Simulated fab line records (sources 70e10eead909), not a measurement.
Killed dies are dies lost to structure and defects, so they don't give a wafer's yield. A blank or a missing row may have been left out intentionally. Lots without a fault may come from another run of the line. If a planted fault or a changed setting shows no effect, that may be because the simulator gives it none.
Chamber matching	flow nand harc	NHARC_P_GATE_STRIP_108 on rie diel-07 has 4 sister chambers
The step strips in O2. 4 wafers are shown with their chamber, then 7 later ones without.

WAFERS WITH THEIR CHAMBER
wafer	chamber	showerhead plenum p Torr (Torr)
L080.6	3	3.63
L087.5	2	3.30
L089.2	0	3.53
L089.3	1	3.38

WAFERS WHOSE CHAMBER IS MISSING
wafer	showerhead plenum p Torr (Torr)
L089.5	3.53
L090.2	3.53
L090.3	3.38
L090.6	3.63
L095.2	3.63
L095.3	3.29
L095.6	3.29

CHAMBER TAKEN BY EACH
wafer	from the rows above	in truth
L089.5	0	0
L090.2	0	0
L090.3	1	1
L090.6	3	3
L095.2	3	3
L095.3	2	2
L095.6	2	2
7 of 7 placed correctly. Can't be placed from these rows: 0. 0 placed wrongly.
How it was worked out, from the rows above alone: a wafer's distance from a chamber is the root of the sum, over the readings, of the square of ((its reading less the chamber's mean) divided by the reading's scatter). If the next closest chamber is less than 2 further off than the closest, the wafer can't be placed; otherwise it belongs to the closest. For every chamber, the mean is computed from those of its wafers that are shown. The scatter: with one shown wafer a chamber, the root of the mean of the squares of how far each hidden wafer lies from its nearest shown one.
